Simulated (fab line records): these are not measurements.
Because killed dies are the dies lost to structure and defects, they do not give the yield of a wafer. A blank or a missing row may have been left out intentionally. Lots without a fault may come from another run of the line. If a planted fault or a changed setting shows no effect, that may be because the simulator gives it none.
Which tool is to blame? + flow n5_finfet + Sampling: 11 lots, 32 wafers, 3 of 1938 route steps

WHAT THE GAUGES SHOWED, per wafer
N5_BEOL_M7_THK_MEAS_01.
| lot  | measured     | on            | M7_ILD_THK (nm)   |
|------|--------------|---------------|-------------------|
| L452 | day 8 14:50  | film_metro-01 | 156.5 157.1 158.4 |
| L453 | day 8 19:37  | film_metro-01 | 152.0 155.3 153.4 |
| L454 | day 9 08:44  | film_metro-01 | 155.1 156.8 155.4 |
| L456 | day 9 09:05  | film_metro-01 | 151.0 154.6 156.7 |
| L458 | day 9 16:57  | film_metro-01 | 150.1 155.4 153.4 |
| L457 | day 10 01:19 | film_metro-01 | 156.7 157.3       |
| L462 | day 11 11:07 | film_metro-01 | 152.0 154.0 154.3 |
| L463 | day 11 12:11 | film_metro-01 | 151.6 152.2 134.0 |
| L470 | day 13 12:47 | film_metro-01 | 156.5 153.6 156.3 |
| L474 | day 14 13:17 | film_metro-01 | 151.7 153.8 151.6 |
| L475 | day 14 14:53 | film_metro-01 | 150.9 150.3 155.6 |

WHICH TOOL RAN EACH LOT (tool, then ch and the chambers of the sampled wafers, then the start)
| lot  | N5_BEOL_M6_DEP_56               | N5_BEOL_M7_ILD_DEP_00           |
|------|---------------------------------|---------------------------------|
| L452 | pecvd-04 ch 0,1,2, day 8 14:07  | pecvd-03 ch 1,2, day 8 14:15    |
| L453 | pecvd-04 ch 0,2, day 8 18:53    | pecvd-02 ch 1,2, day 8 19:02    |
| L454 | pecvd-01 ch 1,2, day 9 07:46    | pecvd-02 ch 0,1,2, day 9 07:57  |
| L456 | pecvd-01 ch 0,2, day 9 08:11    | pecvd-02 ch 0,1, day 9 08:30    |
| L458 | pecvd-01 ch 0,1, day 9 16:14    | pecvd-02 ch 0,2, day 9 16:22    |
| L457 | pecvd-04 ch 2, day 9 23:00      | pecvd-04 ch 0,2, day 9 23:09    |
| L462 | pecvd-04 ch 0,1, day 11 10:08   | pecvd-02 ch 0,1, day 11 10:17   |
| L463 | pecvd-01 ch 1,2, day 11 10:59   | pecvd-04 ch 0,1,2, day 11 11:08 |
| L470 | pecvd-01 ch 0,1,2, day 13 12:05 | pecvd-02 ch 0,1,2, day 13 12:13 |
| L474 | pecvd-01 ch 0,2, day 14 12:34   | pecvd-03 ch 0,2, day 14 12:42   |
| L475 | pecvd-03 ch 1,2, day 14 14:11   | pecvd-03 ch 0,1,2, day 14 14:19 |
- N5_BEOL_M6_DEP_56: deposits SiCN from 3MS/NH3, target thk 10 nm, time 17.5 s.
- N5_BEOL_M7_ILD_DEP_00: deposits SiCOH lowk from DEMS/porogen, target thk 179.75 nm, time 33.4 s.

THE ANSWER, worked out from the rows above alone
Rule: the lots themselves supply what counts as usual. The widest of any qualifying gaps counts: lots, ordered by their means at a reading, are off when they make up no more than a third of the lots, leave a main group of 4 or more, and stand apart from it by 3 or more times the standard deviation of that group's means. If all means in a main group match to the digits the tables above print for the reading, that group is not used. A lot without any number at a reading at which 4 lots or more have one is off too. Any other lot the step has rows for is counted as sound.
Off: L463, at N5_BEOL_M7_THK_MEAS_01 (M7_ILD_THK). Main group: mean 154.4 nm, sd 1.8.
If a tool, at a process step before that reading, ran all the lots that are off and no sound lot after the first of them, it fits. The gauges at N5_BEOL_M7_THK_MEAS_01 are tried like those tools. One fits: N5_BEOL_M7_ILD_DEP_00 on pecvd-04. A fault onset in the window from L457 (day 9 23:09, its last sound lot) to L463 (day 11 11:08, its first lot off) fits.

WHAT WAS PUT IN BY THE SIMULATOR
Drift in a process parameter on pecvd-04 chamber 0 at N5_BEOL_M7_ILD_DEP_00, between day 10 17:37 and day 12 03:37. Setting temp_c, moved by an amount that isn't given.
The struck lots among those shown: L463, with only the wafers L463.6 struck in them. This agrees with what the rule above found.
